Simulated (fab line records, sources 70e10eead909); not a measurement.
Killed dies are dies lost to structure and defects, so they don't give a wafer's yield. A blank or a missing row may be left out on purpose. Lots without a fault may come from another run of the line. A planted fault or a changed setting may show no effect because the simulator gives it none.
A struck lot beside a sound one | flow nand_harc | 40 steps out of a route of 1302
Sound: wafers L102.1, L102.2, L102.4. Struck: wafers L114.1, L114.2, L114.3. The cause comes at the end.
At each step with rows: each side's tool, then ch and its chambers, then its first start. Under that, the readings that differ: sound wafers | struck wafers | difference of the means | sigmas: that difference in standard deviations of wafers without a fault.
alike: readings whose means differ by less than 2 such deviations, and words and numbers that are the same on both sides. not compared: withheld readings, readings that some wafer has no value for, bounds like >300 that may hide the same value, and numbers for which the record gives no deviation and whose values overlap.
The two part at a step that has a row with sigmas, a row that says differs or no value, or rows on one side only. Numbers that don't overlap but have no deviation are shown without sigmas and don't part them. A reading that every wafer of one side lacks parts them only if that side has two wafers or more.

first, 10 steps without rows for these wafers: NHARC_A_STAIRCASE_COAT_160; NHARC_A_STAIRCASE_SOFTBAKE_161 (time 170 s); NHARC_A_STAIRCASE_EBR_162; NHARC_A_STAIRCASE_EXPOSE_163 (exposes mask STAIR OPEN); NHARC_A_STAIRCASE_PEB_164 (peb time 130 s); NHARC_A_STAIRCASE_DEVELOP_165 (time 140 s); NHARC_A_STAIRCASE_HARDBAKE_167 (time 140 s); NHARC_A_STAIRCASE_DESCUM_168 (chemistry O2, time 3 s); NHARC_A_STAIRCASE_ETCH_169 (etches the open film in CH3F/O2, target depth 50 nm, time 107.1 s); NHARC_A_STAIRCASE_ETCH_170 (etches the open film in C4F6/O2, target depth 200 nm, time 66.667 s).
NHARC_A_STAIRCASE_STRIP_171: strips in O2.
  sound on plasma_asher-02 ch 0,1, day 18 05:08; struck on plasma_asher-02 ch 0,1, day 23 00:34
  alike: drypump_motor_current_A, heater_power_w
  not compared: rf_hours_counter_h
NHARC_A_STAIRCASE_STRIP_172: strips in SPM, time 900 s.
  sound on wet_bench-05 ch 1,5,7, day 18 05:29; struck on wet_bench-05 ch 1,4,5, day 23 00:56
then, 12 steps without rows for these wafers: NHARC_A_STAIRCASE_PRECLEAN_173 (cleans in SC1); NHARC_A_STAIRCASE_SRD_174; NHARC_A_STAIRCASE_DEHYDRATE_01 (time 120 s); NHARC_A_STAIRCASE_HMDS_02 (time 30 s); NHARC_A_STAIRCASE_COAT_03; NHARC_A_STAIRCASE_SOFTBAKE_04 (time 170 s); NHARC_A_STAIRCASE_EBR_05; NHARC_A_STAIRCASE_EXPOSE_06 (exposes mask STAIR); NHARC_A_STAIRCASE_PEB_07 (peb time 130 s); NHARC_A_STAIRCASE_DEVELOP_08 (time 140 s); NHARC_A_STAIRCASE_HARDBAKE_10 (time 140 s); NHARC_A_STAIRCASE_DESCUM_11 (chemistry O2, time 3 s).
NHARC_A_STAIRCASE_TRIM_12: chemistry O2, time 211.2 s.
  sound on rie_diel-09 ch 1,2,3, day 18 06:44; struck on rie_diel-09 ch 0,1,2, day 23 02:40
  reading                | sound    | struck | difference | sigmas
  rf_hours_counter_h (h) | 29 28 27 | 6 5 8  | -22        |
  alike: drypump_motor_current_A, oes_product_au, rf_vpp_V, showerhead_plenum_p_Torr, throttle_valve_pct
then, 2 steps without rows for these wafers: NHARC_A_STAIRCASE_ETCH_13 (etches the open film in C4F8/O2, target depth 100 nm, time 40.5 s); NHARC_A_STAIRCASE_TRIM_14 (chemistry O2, time 211.2 s).
NHARC_A_STAIRCASE_ETCH_15: etches the open film in C4F8/O2, target depth 100 nm, time 40.5 s.
  sound on rie_diel-09 ch 0,1,2; struck on rie_diel-09 ch 1,2,3
  reading                | sound    | struck | difference | sigmas
  rf_hours_counter_h (h) | 26 29 27 | 6 6 8  | -21        |
  alike: oes_product_au, rf_vpp_V
then, 9 steps without rows for these wafers: NHARC_A_STAIRCASE_TRIM_16 (chemistry O2, time 211.2 s); NHARC_A_STAIRCASE_ETCH_17 (etches the open film in C4F8/O2, target depth 100 nm, time 40.5 s); NHARC_A_STAIRCASE_TRIM_18 (chemistry O2, time 211.2 s); NHARC_A_STAIRCASE_ETCH_19 (etches the open film in C4F8/O2, target depth 100 nm, time 40.5 s); NHARC_A_STAIRCASE_TRIM_20 (chemistry O2, time 211.2 s); NHARC_A_STAIRCASE_ETCH_21 (etches the open film in C4F8/O2, target depth 100 nm, time 40.5 s); NHARC_A_STAIRCASE_TRIM_22 (chemistry O2, time 211.2 s); NHARC_A_STAIRCASE_ETCH_23 (etches the open film in C4F8/O2, target depth 100 nm, time 40.5 s); NHARC_A_STAIRCASE_TRIM_24 (chemistry O2, time 211.2 s).
NHARC_A_STAIRCASE_ETCH_25: etches the open film in C4F8/O2, target depth 100 nm, time 40.5 s.
  sound on rie_diel-09 ch 0,2,3; struck on rie_diel-08 ch 1,2,3
  reading                | sound    | struck   | difference | sigmas
  rf_hours_counter_h (h) | 29 27 30 | 52 52 53 | +24        |
  alike: oes_product_au, rf_vpp_V
NHARC_A_STAIRCASE_TRIM_26: chemistry O2, time 211.2 s.
  sound on rie_diel-09 ch 0,2,3; struck on rie_diel-08 ch 0,2,3
  reading                | sound    | struck   | difference | sigmas
  rf_hours_counter_h (h) | 27 30 29 | 52 53 56 | +25        |
  alike: drypump_motor_current_A, oes_product_au, rf_vpp_V, showerhead_plenum_p_Torr, throttle_valve_pct
-- the record jumps here: 9 days lie between the struck wafers' starts before and after (it left off in module A_STAIRCASE and takes up again in module END, whose first step shown is number 1302 of the route) --
NHARC_END_SORT_01:
  sound on prober-01 ch 0, day 27 21:28; struck on prober-01 ch 0, day 32 02:01
  reading         | sound    | struck      | difference | sigmas
  killed_at_array | 67 54 63 | 142 137 163 | +86        | +4
  killed_dies     | 69 59 64 | 146 142 163 | +86        | +4
  alike: killed_at_other, killed_at_periphery, killed_open, killed_short

WHERE THEY PART
Only at NHARC_END_SORT_01, within this record.

WHY: what the simulator had put in
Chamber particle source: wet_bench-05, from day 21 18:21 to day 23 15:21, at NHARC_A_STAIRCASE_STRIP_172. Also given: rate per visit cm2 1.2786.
